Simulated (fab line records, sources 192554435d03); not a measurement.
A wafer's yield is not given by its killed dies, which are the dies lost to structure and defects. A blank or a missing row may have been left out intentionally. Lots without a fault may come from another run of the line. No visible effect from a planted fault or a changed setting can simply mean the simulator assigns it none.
Which of the tools did it? + flow n5Finfet + 32 wafers sampled from 11 lots at 1 step of a route of 1938

## WHAT THE GAUGES READ, wafer by wafer
N5_BEOL_M4_INSPECT_30: inspects for defects (brightfield).
| lot  | measured     | on               | rawDefectCount |
|------|--------------|------------------|----------------|
| L581 | day 7 15:47  | defectInspect-01 | 485 479 364    |
| L582 | day 7 15:59  | defectInspect-01 | 462 423        |
| L585 | day 8 17:26  | defectInspect-01 | 378 387 261    |
| L584 | day 8 18:00  | defectInspect-02 | 286 285 319    |
| L589 | day 9 23:11  | defectInspect-01 | 389 421 403    |
| L592 | day 10 04:46 | defectInspect-02 | 347 569 471    |
| L595 | day 10 20:13 | defectInspect-01 | 396 555 528    |
| L598 | day 11 19:50 | defectInspect-02 | 570 419 585    |
| L600 | day 12 07:57 | defectInspect-01 | 382 323 413    |
| L602 | day 12 12:45 | defectInspect-01 | 554 668 702    |
| L604 | day 13 12:47 | defectInspect-02 | 469 379 426    |

## TOOL THAT RAN EACH LOT (tool first, then ch and the chambers of the sampled wafers, then the start)
No process step before these readings appears in the record.

## THE ANSWER, worked out from the rows above alone
Rule: what is usual is taken from the lots themselves. The widest of any qualifying gaps counts: lots, ordered by their means at a reading, are off when they make up no more than a third of the lots, leave a main group of 4 or more, and stand apart from it by 3 or more times the standard deviation of that group's means. If all means in a main group match to the digits the tables above print for the reading, that group is not used. A lot without any number at a reading at which 4 lots or more have one is off too. Any other lot the step has rows for is counted as sound.
None of the lots is off at any reading shown; this tells nothing.

## WHAT HAD BEEN PUT IN BY THE SIMULATOR
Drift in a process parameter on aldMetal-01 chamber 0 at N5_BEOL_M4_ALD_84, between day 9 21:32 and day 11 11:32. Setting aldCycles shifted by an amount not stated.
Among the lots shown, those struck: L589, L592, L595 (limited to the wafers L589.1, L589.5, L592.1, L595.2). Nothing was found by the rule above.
